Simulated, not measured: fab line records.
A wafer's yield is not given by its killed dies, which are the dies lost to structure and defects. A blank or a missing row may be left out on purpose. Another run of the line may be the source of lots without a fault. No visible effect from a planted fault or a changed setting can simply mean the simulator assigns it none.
Which tool did it? + flow n5-finfet + 11 lots with 30 wafers sampled at 5 steps, on a route of 1938 steps

## WHAT THE GAUGES SHOWED, per wafer
N5_BEOL_M4_INSPECT_59: inspects for defects (darkfield). Usual: raw-defect-count reads 68 (standard deviation 22).
| lot  | measured     | on                | raw-defect-count | flag |
|------|--------------|-------------------|------------------|------|
| L512 | day 8 20:23  | defect-inspect-01 | 86 40 93         |      |
| L514 | day 9 19:52  | defect-inspect-01 | 92 98 72         |      |
| L515 | day 9 22:46  | defect-inspect-01 | 89 79 52         |      |
| L516 | day 9 12:32  | defect-inspect-01 | 46 80 34         |      |
| L524 | day 12 06:56 | defect-inspect-02 | 47 103           |      |
| L525 | day 12 16:11 | defect-inspect-01 | 100 80           |      |
| L526 | day 12 05:51 | defect-inspect-02 | 86 92            |      |
| L527 | day 12 08:22 | defect-inspect-01 | 61 45 47         |      |
| L529 | day 12 22:56 | defect-inspect-02 | 46 66 65         |      |
| L531 | day 13 12:31 | defect-inspect-01 | 74 43 46         |      |
| L532 | day 13 14:19 | defect-inspect-02 | 92 99 97         |      |

N5_BEOL_M4_RC_MEAS_101. Usual: CJ_N 4.35, standard deviation 0.086; DIBL_N 36.7 mV/V, standard deviation 1.8; DIBL_P 37.0 mV/V, standard deviation 2.4; IOFF_N 0.17 nA/um, standard deviation 0.036; IOFF_N_85C 3.2 nA/um, standard deviation 0.59; IOFF_P 0.22 nA/um, standard deviation 0.042; ION_N 673 uA/um, standard deviation 12; ION_P 462 uA/um, standard deviation 8.5; SS_N 71.7 mV/dec, standard deviation 0.62; SS_P 73.4 mV/dec, standard deviation 0.65; VT_N 250 mV, standard deviation 3.7; VT_P -250 mV, standard deviation 3.7.
| lot  | measured     | on        | CJ_N           | DIBL_N (mV/V)  | DIBL_P (mV/V)  | IOFF_N (nA/um) | IOFF_N_85C (nA/um) | IOFF_P (nA/um) | ION_N (uA/um) | ION_P (uA/um) | SS_N (mV/dec)  | SS_P (mV/dec)  | VT_N (mV)   | VT_P (mV)      | flag |
|------|--------------|-----------|----------------|----------------|----------------|----------------|--------------------|----------------|---------------|---------------|----------------|----------------|-------------|----------------|------|
| L512 | day 8 20:34  | prober-02 | 4.36 4.35 4.40 | 38.5 38.2 37.8 | 39.0 39.0 37.4 | 0.19 0.21 0.19 | 3.6 4.0 3.5        | 0.25 0.24 0.22 | 671 675 667   | 461 460 457   | 71.5 71.9 72.0 | 73.3 74.6 73.4 | 250 245 250 | -250 -250 -249 |      |
| L514 | day 9 19:53  | prober-02 | 4.44 4.51 4.47 | 38.2 35.4 36.1 | 38.0 34.7 35.7 | 0.18 0.13 0.15 | 3.4 2.6 3.0        | 0.24 0.20 0.21 | 671 674 661   | 462 470 462   | 72.3 71.2 71.0 | 73.9 72.7 72.8 | 249 253 250 | -246 -248 -251 |      |
| L515 | day 9 22:57  | prober-02 | 4.38 4.33 4.41 | 34.1 36.1 33.6 | 34.9 36.7 34.7 | 0.11 0.13 0.11 | 2.3 2.6 2.3        | 0.15 0.18 0.15 | 642 654 647   | 447 443 446   | 71.1 71.3 70.5 | 73.3 72.7 72.5 | 257 257 256 | -253 -252 -255 |      |
| L516 | day 9 12:34  | prober-01 | 4.34 4.43 4.41 | 37.7 34.6 35.9 | 38.4 34.7 35.1 | 0.17 0.13 0.14 | 3.3 2.6 2.8        | 0.21 0.16 0.17 | 670 671 655   | 455 456 447   | 72.2 71.1 71.1 | 73.5 72.0 73.6 | 251 252 252 | -253 -255 -254 |      |
| L524 | day 12 07:16 | prober-01 | 4.81 4.40      | 41.2 34.5      | 37.2 36.0      | 0.45 0.13      | 7.6 2.6            | 0.22 0.19      | 687 674       | 465 463       | 78.2 71.3      | 73.9 73.4      | 249 250     | -251 -253      | OFF  |
| L525 | day 12 16:41 | prober-01 | 4.41 4.90      | 35.6 44.8      | 36.4 38.7      | 0.15 0.80      | 3.0 12.4           | 0.18 0.23      | 664 709       | 452 466       | 72.0 82.2      | 73.4 74.5      | 252 242     | -254 -253      | OFF  |
| L526 | day 12 06:11 | prober-02 | 4.89 4.45      | 43.2 38.1      | 38.9 40.2      | 0.68 0.22      | 10.5 4.1           | 0.27 0.29      | 710 693       | 477 479       | 79.3 71.9      | 73.6 73.2      | 243 241     | -244 -246      | OFF  |
| L527 | day 12 08:33 | prober-02 | 4.35 4.42 4.28 | 34.4 36.2 34.7 | 35.6 37.1 35.4 | 0.13 0.15 0.13 | 2.6 3.0 2.5        | 0.18 0.22 0.18 | 669 677 654   | 461 474 457   | 69.5 71.6 71.0 | 72.7 73.1 73.0 | 251 249 251 | -253 -247 -251 |      |
| L529 | day 12 23:07 | prober-02 | 4.29 4.23 4.38 | 38.5 36.2 35.7 | 35.5 32.7 33.9 | 0.19 0.14 0.16 | 3.5 2.8 3.1        | 0.22 0.17 0.20 | 677 662 686   | 463 453 471   | 73.4 71.1 71.4 | 73.6 72.6 72.8 | 249 253 250 | -246 -251 -249 |      |
| L531 | day 13 12:33 | prober-01 | 4.44 4.41 4.38 | 35.7 36.7 32.1 | 34.9 36.2 30.0 | 0.15 0.17 0.10 | 3.0 3.3 2.1        | 0.19 0.22 0.14 | 678 686 662   | 461 464 456   | 71.4 71.0 70.7 | 73.1 73.8 72.4 | 251 250 256 | -249 -249 -255 |      |
| L532 | day 13 14:30 | prober-02 | 4.39 4.35 4.21 | 38.1 39.6 37.0 | 36.4 38.4 35.7 | 0.17 0.20 0.15 | 3.3 3.9 3.0        | 0.25 0.29 0.23 | 687 671 683   | 471 462 470   | 71.4 72.5 70.7 | 73.9 73.2 73.3 | 247 250 249 | -248 -247 -248 |      |

N5_BEOL_M5_THK_MEAS_01. Usual: M5_ILD_THK 121.4 nm, standard deviation 1.4.
| lot  | measured     | on            | M5_ILD_THK (nm)   | flag |
|------|--------------|---------------|-------------------|------|
| L512 | day 8 21:57  | film-metro-02 | 120.9 123.5 124.8 |      |
| L514 | day 9 21:26  | film-metro-01 | 122.5 123.5 122.4 |      |
| L515 | day 10 00:49 | film-metro-01 | 121.4 122.7 122.8 |      |
| L516 | day 9 14:07  | film-metro-01 | 121.4 120.3 120.3 |      |
| L524 | day 12 08:30 | film-metro-01 | 121.2 124.1       |      |
| L525 | day 12 17:45 | film-metro-02 | 119.7 120.9       |      |
| L526 | day 12 07:25 | film-metro-01 | 119.2 121.8       |      |
| L527 | day 12 09:56 | film-metro-02 | 120.8 119.8 122.3 |      |
| L529 | day 13 00:30 | film-metro-02 | 119.1 122.3 123.5 |      |
| L531 | day 13 14:05 | film-metro-01 | 118.7 120.4 121.0 |      |
| L532 | day 13 15:53 | film-metro-01 | 120.6 121.1 122.5 |      |

## EACH LOT AND THE TOOL THAT RAN IT (in order: tool; ch and the chambers of the sampled wafers; start)
| lot  | N5_SD_EPI_N_SD_RECESS_17        | N5_BEOL_M4_ANNEAL_82         |
|------|---------------------------------|------------------------------|
| L512 | rie-si-05 ch 0,3, day 3 08:22   | pvd-sputter-01, day 8 17:58  |
| L514 | rie-si-02 ch 0,2,3, day 3 19:05 | pvd-sputter-01, day 9 17:23  |
| L515 | rie-si-05 ch 0,1,3, day 4 00:51 | pvd-sputter-01, day 9 20:15  |
| L516 | rie-si-05 ch 0,1,3, day 4 07:19 | pvd-sputter-03, day 9 10:10  |
| L524 | rie-si-03 ch 0,3, day 6 08:31   | pvd-sputter-02, day 12 04:19 |
| L525 | rie-si-03 ch 3, day 6 12:46     | pvd-sputter-03, day 12 13:49 |
| L526 | rie-si-03 ch 0,3, day 6 20:14   | pvd-sputter-03, day 12 02:29 |
| L527 | rie-si-02 ch 1,3, day 7 01:07   | pvd-sputter-01, day 12 06:03 |
| L529 | rie-si-05 ch 0,1,2, day 7 13:14 | pvd-sputter-01, day 12 20:38 |
| L531 | rie-si-02 ch 0,1, day 8 00:24   | pvd-sputter-03, day 13 10:10 |
| L532 | rie-si-05 ch 1,2,3, day 8 06:20 | pvd-sputter-03, day 13 12:00 |
- N5_SD_EPI_N_SD_RECESS_17: chemistry HBr/Cl2/O2, target depth 41 nm, time 23.7 s, bt time 3 s.
- N5_BEOL_M4_ANNEAL_82: time 240 s.

## WHAT THE TOOLS THEMSELVES READ (means of the sampled wafers that have a number; where no wafer has one, the mark that the record gives instead)
N5_SD_EPI_N_SD_RECESS_17. Usual: drypump-motor-current-A 5.6 A, standard deviation 0.43; oes-product-au 0.993 a.u., standard deviation 0.015; throttle-valve-pct 37.2 %, standard deviation 0.38.
| lot  | tool      | drypump-motor-current-A (A) | oes-product-au (a.u.) | throttle-valve-pct (%) | flag |
|------|-----------|-----------------------------|-----------------------|------------------------|------|
| L512 | rie-si-05 | 6.0                         | 0.999                 | 37.2                   |      |
| L514 | rie-si-02 | 5.7                         | 1.004                 | 36.9                   |      |
| L515 | rie-si-05 | 5.7                         | 0.993                 | 37.2                   |      |
| L516 | rie-si-05 | 5.8                         | 0.996                 | 37.2                   |      |
| L524 | rie-si-03 | 5.5                         | 0.976                 | 37.0                   |      |
| L525 | rie-si-03 | 5.5                         | 0.969                 | 37.1                   |      |
| L526 | rie-si-03 | 5.5                         | 0.982                 | 37.0                   |      |
| L527 | rie-si-02 | 6.0                         | 1.003                 | 37.5                   |      |
| L529 | rie-si-05 | 5.8                         | 0.995                 | 37.4                   |      |
| L531 | rie-si-02 | 6.1                         | 1.002                 | 36.9                   |      |
| L532 | rie-si-05 | 6.0                         | 0.996                 | 37.3                   |      |

N5_BEOL_M4_ANNEAL_82. Usual: heater-power-w reads 851 W (standard deviation 85).
| lot  | tool           | heater-power-w (W) | flag |
|------|----------------|--------------------|------|
| L512 | pvd-sputter-01 | 908                |      |
| L514 | pvd-sputter-01 | 887                |      |
| L515 | pvd-sputter-01 | 916                |      |
| L516 | pvd-sputter-03 | 800                |      |
| L524 | pvd-sputter-02 | 675                |      |
| L525 | pvd-sputter-03 | 767                |      |
| L526 | pvd-sputter-03 | 786                |      |
| L527 | pvd-sputter-01 | 915                |      |
| L529 | pvd-sputter-01 | 861                |      |
| L531 | pvd-sputter-03 | 850                |      |
| L532 | pvd-sputter-03 | 831                |      |

## THE ANSWER, worked out from the rows above alone
Rule: lot off if the mean of its wafers having a number is beyond 3 standard deviations from the usual mean. A lot without any number at a reading at which 4 lots or more have one is off too. All remaining lots with rows at the step are treated as sound. After the gauges, taken in route order, come the tools' own readings; for these a lot's mean is taken, as printed above. At the first step where some lot is off, the reading lying furthest off is the one used; lots without a number count as furthest.
Off: at N5_BEOL_M4_RC_MEAS_101 (SS_N), L524, L525, L526.
If a tool, at a process step before that reading, ran all the lots that are off and no sound lot after the first of them, it fits. The gauges at N5_BEOL_M4_RC_MEAS_101 are tried like those tools. One fits: rie-si-03 at N5_SD_EPI_N_SD_RECESS_17. It ran no sound lot before its first lot that is off in this sample, so the start can't be narrowed down.
The tool's own readings at N5_SD_EPI_N_SD_RECESS_17 bear it out: on the lots that are off they differ by more than 5 times the standard deviation of the sound lots' means. oes-product-au reads 0.976 a.u. there against 0.998 a.u. on the sound lots.

## WHAT THE SIMULATOR HAD INSERTED
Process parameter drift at N5_SD_EPI_N_SD_RECESS_17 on rie-si-03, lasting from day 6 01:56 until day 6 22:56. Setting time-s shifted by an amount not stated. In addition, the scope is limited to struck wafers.
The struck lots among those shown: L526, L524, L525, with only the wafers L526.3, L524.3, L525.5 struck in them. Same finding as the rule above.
